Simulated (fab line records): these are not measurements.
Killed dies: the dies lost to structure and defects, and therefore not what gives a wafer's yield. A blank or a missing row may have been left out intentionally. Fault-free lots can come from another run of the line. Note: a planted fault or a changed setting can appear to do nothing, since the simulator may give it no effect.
Matching of chambers :: flow n5 finfet :: N5_BEOL_M2_ETCH_64 on rie diel-06 has 4 sister chambers
The step etches SOC in N2/H2, target depth 75 nm, overetch 22.5 nm, time 121.9 s. 8 wafers are shown with their chamber, then 8 later ones without.

WAFERS PAIRED WITH THEIR CHAMBERS
wafer: L088.1
chamber: 3
throttle valve pct (%): 18.12
oes product au (a.u.): 0.54

wafer: L091.2
chamber: 1
throttle valve pct (%): 17.76
oes product au (a.u.): 0.67

wafer: L091.5
chamber: 0
throttle valve pct (%): 17.87
oes product au (a.u.): 0.53

wafer: L091.6
chamber: 1
throttle valve pct (%): 17.74
oes product au (a.u.): 0.67

wafer: L090.2
chamber: 2
throttle valve pct (%): 17.80
oes product au (a.u.): 0.62

wafer: L090.5
chamber: 3
throttle valve pct (%): 18.13
oes product au (a.u.): 0.53

wafer: L090.6
chamber: 0
throttle valve pct (%): 17.87
oes product au (a.u.): 0.53

wafer: L092.1
chamber: 2
throttle valve pct (%): 17.78
oes product au (a.u.): 0.61

WAFERS WITHOUT THEIR CHAMBER
wafer: L092.4
throttle valve pct (%): 17.78
oes product au (a.u.): 0.62

wafer: L092.6
throttle valve pct (%): 17.88
oes product au (a.u.): 0.53

wafer: L093.3
throttle valve pct (%): 17.69
oes product au (a.u.): 0.78

wafer: L093.4
throttle valve pct (%): 17.91
oes product au (a.u.): 0.52

wafer: L093.6
throttle valve pct (%): 17.69
oes product au (a.u.): 0.78

wafer: L095.1
throttle valve pct (%): 17.75
oes product au (a.u.): 0.65

wafer: L095.2
throttle valve pct (%): 17.68
oes product au (a.u.): 0.77

wafer: L095.4
throttle valve pct (%): 17.91
oes product au (a.u.): 0.53

EACH ONE'S CHAMBER
wafer: L092.4
from the rows above: 2
in truth: 2

wafer: L092.6
from the rows above: 0
in truth: 0

wafer: L093.3
from the rows above: 1
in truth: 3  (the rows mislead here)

wafer: L093.4
from the rows above: 0
in truth: 0

wafer: L093.6
from the rows above: 1
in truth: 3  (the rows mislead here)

wafer: L095.1
from the rows above: 1
in truth: 1

wafer: L095.2
from the rows above: 1
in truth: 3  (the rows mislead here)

wafer: L095.4
from the rows above: 0
in truth: 0
Correct placement for 5 of the 8. From these rows, 0 cannot be placed. 3 placed wrongly.
How it was worked out, from the rows above alone: a wafer's distance from a chamber is the root of the sum, over the readings, of the square of ((its reading less the chamber's mean) divided by the reading's scatter). If the next closest chamber is less than 2 further off than the closest, the wafer can't be placed; otherwise it belongs to the closest. For every chamber, the mean is computed from those of its wafers that are shown. The scatter: the root of (the sum of the squares of (reading less its chamber's mean) over the shown wafers, divided by (wafers less chambers)).
